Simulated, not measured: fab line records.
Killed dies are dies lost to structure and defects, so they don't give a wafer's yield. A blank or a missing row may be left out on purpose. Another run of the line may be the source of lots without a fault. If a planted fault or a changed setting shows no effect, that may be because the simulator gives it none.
The tool behind it: which one? :: flow n5_finfet :: 24 lots, 72 wafers sampled, at 3 steps of a route of 1938

WHAT THE GAUGES READ, wafer by wafer
N5_BEOL_M2_INSPECT_30: inspects for defects (brightfield).
lot: L074
measured: day 6 14:56
on: defect_inspect-01
raw_defect_count: 459 387 496

lot: L075
measured: day 6 18:52
on: defect_inspect-02
raw_defect_count: 285 280 329

lot: L076
measured: day 7 01:55
on: defect_inspect-02
raw_defect_count: 436 712 412

lot: L077
measured: day 7 07:31
on: defect_inspect-02
raw_defect_count: 505 372 488

lot: L078
measured: day 7 18:53
on: defect_inspect-01
raw_defect_count: 627 704 683

lot: L079
measured: day 8 00:04
on: defect_inspect-01
raw_defect_count: 486 506 580

lot: L081
measured: day 8 12:10
on: defect_inspect-01
raw_defect_count: 499 487 407

lot: L080
measured: day 8 16:05
on: defect_inspect-01
raw_defect_count: 576 456 575

lot: L082
measured: day 8 19:22
on: defect_inspect-02
raw_defect_count: 456 258 417

lot: L083
measured: day 9 02:17
on: defect_inspect-01
raw_defect_count: 306 305 395

lot: L084
measured: day 9 02:28
on: defect_inspect-01
raw_defect_count: 322 365 382

lot: L085
measured: day 9 17:14
on: defect_inspect-01
raw_defect_count: 377 382 452

lot: L086
measured: day 9 21:39
on: defect_inspect-02
raw_defect_count: 327 344 382

lot: L087
measured: day 9 22:05
on: defect_inspect-02
raw_defect_count: 372 288 262

lot: L088
measured: day 10 00:16
on: defect_inspect-01
raw_defect_count: 456 388 552

lot: L089
measured: day 10 01:39
on: defect_inspect-01
raw_defect_count: 428 522 471

lot: L090
measured: day 10 17:24
on: defect_inspect-02
raw_defect_count: 382 435 470

lot: L091
measured: day 10 23:41
on: defect_inspect-02
raw_defect_count: 696 453 426

lot: L092
measured: day 11 02:31
on: defect_inspect-01
raw_defect_count: 524 642 559

lot: L093
measured: day 11 04:22
on: defect_inspect-01
raw_defect_count: 351 387 363

lot: L094
measured: day 11 09:48
on: defect_inspect-02
raw_defect_count: 372 275 469

lot: L095
measured: day 11 18:33
on: defect_inspect-02
raw_defect_count: 382 885 451

lot: L096
measured: day 11 23:56
on: defect_inspect-01
raw_defect_count: 390 331 302

lot: L097
measured: day 12 06:07
on: defect_inspect-02
raw_defect_count: 295 480 419

WHAT TOOL EACH LOT RAN ON (gives the tool, then ch and the chambers of the sampled wafers, and finally the start)
lot: L074
N5_BEOL_M1_SPUTTER_96: pvd_sputter-01, day 6 10:35
N5_BEOL_M2_PECVD_72: pecvd-04 ch 0,2, day 6 11:50

lot: L075
N5_BEOL_M1_SPUTTER_96: pvd_sputter-02, day 6 14:08
N5_BEOL_M2_PECVD_72: pecvd-01 ch 0,2, day 6 15:22

lot: L076
N5_BEOL_M1_SPUTTER_96: pvd_sputter-03, day 6 22:16
N5_BEOL_M2_PECVD_72: pecvd-01 ch 0,2, day 6 23:30

lot: L077
N5_BEOL_M1_SPUTTER_96: pvd_sputter-01, day 7 03:50
N5_BEOL_M2_PECVD_72: pecvd-04 ch 0,2, day 7 05:05

lot: L078
N5_BEOL_M1_SPUTTER_96: pvd_sputter-01, day 7 14:55
N5_BEOL_M2_PECVD_72: pecvd-03 ch 0,1, day 7 16:08

lot: L079
N5_BEOL_M1_SPUTTER_96: pvd_sputter-03, day 7 19:18
N5_BEOL_M2_PECVD_72: pecvd-03 ch 0,1,2, day 7 20:31

lot: L081
N5_BEOL_M1_SPUTTER_96: pvd_sputter-02, day 8 06:21
N5_BEOL_M2_PECVD_72: pecvd-01 ch 0,1,2, day 8 07:34

lot: L080
N5_BEOL_M1_SPUTTER_96: pvd_sputter-01, day 8 11:57
N5_BEOL_M2_PECVD_72: pecvd-01 ch 0,1,2, day 8 13:15

lot: L082
N5_BEOL_M1_SPUTTER_96: pvd_sputter-03, day 8 16:26
N5_BEOL_M2_PECVD_72: pecvd-01 ch 0,1, day 8 17:38

lot: L083
N5_BEOL_M1_SPUTTER_96: pvd_sputter-01, day 8 22:21
N5_BEOL_M2_PECVD_72: pecvd-01 ch 0,2, day 8 23:41

lot: L084
N5_BEOL_M1_SPUTTER_96: pvd_sputter-02, day 8 23:09
N5_BEOL_M2_PECVD_72: pecvd-04 ch 0,1,2, day 9 00:23

lot: L085
N5_BEOL_M1_SPUTTER_96: pvd_sputter-03, day 9 12:54
N5_BEOL_M2_PECVD_72: pecvd-04 ch 0,1,2, day 9 15:11

lot: L086
N5_BEOL_M1_SPUTTER_96: pvd_sputter-03, day 9 18:28
N5_BEOL_M2_PECVD_72: pecvd-04 ch 0,1,2, day 9 19:59

lot: L087
N5_BEOL_M1_SPUTTER_96: pvd_sputter-01, day 9 18:56
N5_BEOL_M2_PECVD_72: pecvd-04 ch 0,2, day 9 20:11

lot: L088
N5_BEOL_M1_SPUTTER_96: pvd_sputter-02, day 9 19:12
N5_BEOL_M2_PECVD_72: pecvd-01 ch 0,1,2, day 9 21:12

lot: L089
N5_BEOL_M1_SPUTTER_96: pvd_sputter-02, day 9 22:35
N5_BEOL_M2_PECVD_72: pecvd-01 ch 0,1,2, day 10 00:00

lot: L090
N5_BEOL_M1_SPUTTER_96: pvd_sputter-03, day 10 14:04
N5_BEOL_M2_PECVD_72: pecvd-03 ch 0,1, day 10 15:41

lot: L091
N5_BEOL_M1_SPUTTER_96: pvd_sputter-02, day 10 17:47
N5_BEOL_M2_PECVD_72: pecvd-04 ch 0,1, day 10 20:29

lot: L092
N5_BEOL_M1_SPUTTER_96: pvd_sputter-02, day 10 21:46
N5_BEOL_M2_PECVD_72: pecvd-01 ch 0,1,2, day 10 22:59

lot: L093
N5_BEOL_M1_SPUTTER_96: pvd_sputter-02, day 11 00:37
N5_BEOL_M2_PECVD_72: pecvd-04 ch 0,2, day 11 01:52

lot: L094
N5_BEOL_M1_SPUTTER_96: pvd_sputter-02, day 11 06:01
N5_BEOL_M2_PECVD_72: pecvd-03 ch 0,2, day 11 07:16

lot: L095
N5_BEOL_M1_SPUTTER_96: pvd_sputter-01, day 11 13:09
N5_BEOL_M2_PECVD_72: pecvd-03 ch 0,1,2, day 11 14:34

lot: L096
N5_BEOL_M1_SPUTTER_96: pvd_sputter-03, day 11 20:41
N5_BEOL_M2_PECVD_72: pecvd-01 ch 0,2, day 11 21:58

lot: L097
N5_BEOL_M1_SPUTTER_96: pvd_sputter-02, day 12 00:49
N5_BEOL_M2_PECVD_72: pecvd-01 ch 0,2, day 12 02:02
- N5_BEOL_M1_SPUTTER_96: material Cu, target thk 4.5 nm, time 8.29 s.
- N5_BEOL_M2_PECVD_72: deposits SiO2 from TEOS/O2, target thk 16 nm, time 18 s.

WHAT THE TOOLS THEMSELVES READ (means of the sampled wafers that have a number; where no wafer has one, the mark that the record gives instead)
N5_BEOL_M1_SPUTTER_96.
lot: L074
tool: pvd_sputter-01
throttle_valve_pct (%): 31.5

lot: L075
tool: pvd_sputter-02
throttle_valve_pct (%): 28.9

lot: L076
tool: pvd_sputter-03
throttle_valve_pct (%): 29.4

lot: L077
tool: pvd_sputter-01
throttle_valve_pct (%): 31.6

lot: L078
tool: pvd_sputter-01
throttle_valve_pct (%): 31.4

lot: L079
tool: pvd_sputter-03
throttle_valve_pct (%): 29.8

lot: L081
tool: pvd_sputter-02
throttle_valve_pct (%): 28.7

lot: L080
tool: pvd_sputter-01
throttle_valve_pct (%): 31.4

lot: L082
tool: pvd_sputter-03
throttle_valve_pct (%): 30.6

lot: L083
tool: pvd_sputter-01
throttle_valve_pct (%): 31.6

lot: L084
tool: pvd_sputter-02
throttle_valve_pct (%): 29.1

lot: L085
tool: pvd_sputter-03
throttle_valve_pct (%): 30.0

lot: L086
tool: pvd_sputter-03
throttle_valve_pct (%): 30.2

lot: L087
tool: pvd_sputter-01
throttle_valve_pct (%): 31.4

lot: L088
tool: pvd_sputter-02
throttle_valve_pct (%): 29.2

lot: L089
tool: pvd_sputter-02
throttle_valve_pct (%): 29.0

lot: L090
tool: pvd_sputter-03
throttle_valve_pct (%): 29.8

lot: L091
tool: pvd_sputter-02
throttle_valve_pct (%): 28.6

lot: L092
tool: pvd_sputter-02
throttle_valve_pct (%): 28.9

lot: L093
tool: pvd_sputter-02
throttle_valve_pct (%): 28.8

lot: L094
tool: pvd_sputter-02
throttle_valve_pct (%): 28.8

lot: L095
tool: pvd_sputter-01
throttle_valve_pct (%): 31.7

lot: L096
tool: pvd_sputter-03
throttle_valve_pct (%): 29.9

lot: L097
tool: pvd_sputter-02
throttle_valve_pct (%): 28.9

N5_BEOL_M2_PECVD_72.
lot: L074
tool: pecvd-04
heater_power_w (W): 682
showerhead_plenum_p_Torr (Torr): 8.79
throttle_valve_pct (%): 22.2

lot: L075
tool: pecvd-01
heater_power_w (W): 611
showerhead_plenum_p_Torr (Torr): 8.75
throttle_valve_pct (%): 22.8

lot: L076
tool: pecvd-01
heater_power_w (W): 648
showerhead_plenum_p_Torr (Torr): 8.75
throttle_valve_pct (%): 22.7

lot: L077
tool: pecvd-04
heater_power_w (W): 622
showerhead_plenum_p_Torr (Torr): 8.76
throttle_valve_pct (%): 22.3

lot: L078
tool: pecvd-03
heater_power_w (W): 702
showerhead_plenum_p_Torr (Torr): 8.81
throttle_valve_pct (%): 22.8

lot: L079
tool: pecvd-03
heater_power_w (W): 660
showerhead_plenum_p_Torr (Torr): 8.78
throttle_valve_pct (%): 22.2

lot: L081
tool: pecvd-01
heater_power_w (W): 690
showerhead_plenum_p_Torr (Torr): 8.75
throttle_valve_pct (%): 22.3

lot: L080
tool: pecvd-01
heater_power_w (W): 688
showerhead_plenum_p_Torr (Torr): 8.74
throttle_valve_pct (%): 22.4

lot: L082
tool: pecvd-01
heater_power_w (W): 733
showerhead_plenum_p_Torr (Torr): 8.69
throttle_valve_pct (%): 21.8

lot: L083
tool: pecvd-01
heater_power_w (W): 624
showerhead_plenum_p_Torr (Torr): 8.75
throttle_valve_pct (%): 22.8

lot: L084
tool: pecvd-04
heater_power_w (W): 639
showerhead_plenum_p_Torr (Torr): 8.80
throttle_valve_pct (%): 23.2

lot: L085
tool: pecvd-04
heater_power_w (W): 629
showerhead_plenum_p_Torr (Torr): 8.81
throttle_valve_pct (%): 23.1

lot: L086
tool: pecvd-04
heater_power_w (W): 599
showerhead_plenum_p_Torr (Torr): 8.81
throttle_valve_pct (%): 23.3

lot: L087
tool: pecvd-04
heater_power_w (W): 611
showerhead_plenum_p_Torr (Torr): 8.79
throttle_valve_pct (%): 22.3

lot: L088
tool: pecvd-01
heater_power_w (W): 705
showerhead_plenum_p_Torr (Torr): 8.75
throttle_valve_pct (%): 22.5

lot: L089
tool: pecvd-01
heater_power_w (W): 752
showerhead_plenum_p_Torr (Torr): 8.72
throttle_valve_pct (%): 22.4

lot: L090
tool: pecvd-03
heater_power_w (W): 724
showerhead_plenum_p_Torr (Torr): 8.80
throttle_valve_pct (%): 22.9

lot: L091
tool: pecvd-04
heater_power_w (W): 679
showerhead_plenum_p_Torr (Torr): 8.82
throttle_valve_pct (%): 24.3

lot: L092
tool: pecvd-01
heater_power_w (W): 683
showerhead_plenum_p_Torr (Torr): 8.74
throttle_valve_pct (%): 22.6

lot: L093
tool: pecvd-04
heater_power_w (W): 595
showerhead_plenum_p_Torr (Torr): 8.79
throttle_valve_pct (%): 22.4

lot: L094
tool: pecvd-03
heater_power_w (W): 712
showerhead_plenum_p_Torr (Torr): 8.79
throttle_valve_pct (%): 21.4

lot: L095
tool: pecvd-03
heater_power_w (W): 685
showerhead_plenum_p_Torr (Torr): 8.79
throttle_valve_pct (%): 22.4

lot: L096
tool: pecvd-01
heater_power_w (W): 689
showerhead_plenum_p_Torr (Torr): 8.72
throttle_valve_pct (%): 22.2

lot: L097
tool: pecvd-01
heater_power_w (W): 717
showerhead_plenum_p_Torr (Torr): 8.71
throttle_valve_pct (%): 22.2

THE ANSWER, worked out from the rows above alone
Rule: the lots themselves supply what counts as usual. Put in order of their means at a reading, lots are off if they are a third of the lots or fewer, leave a main group of 4 or more, and stand apart from it by a gap of 3 or more times the standard deviation of the main group's means; of several such gaps the widest counts. A main group whose means are all the same, to the digits that the tables above print for the reading, isn't used. Also off: a lot with no number at a reading for which 4 or more lots have one. All remaining lots with rows at the step are treated as sound. The gauges are gone through in route order, then the tools' own readings, and for those a lot's mean is taken as printed above. The first step at which some lot is off is used, and at that step the reading that is off furthest; a lot without a number counts as furthest.
None of the lots is off at any reading shown; this tells nothing.

WHAT THE SIMULATOR PUT IN
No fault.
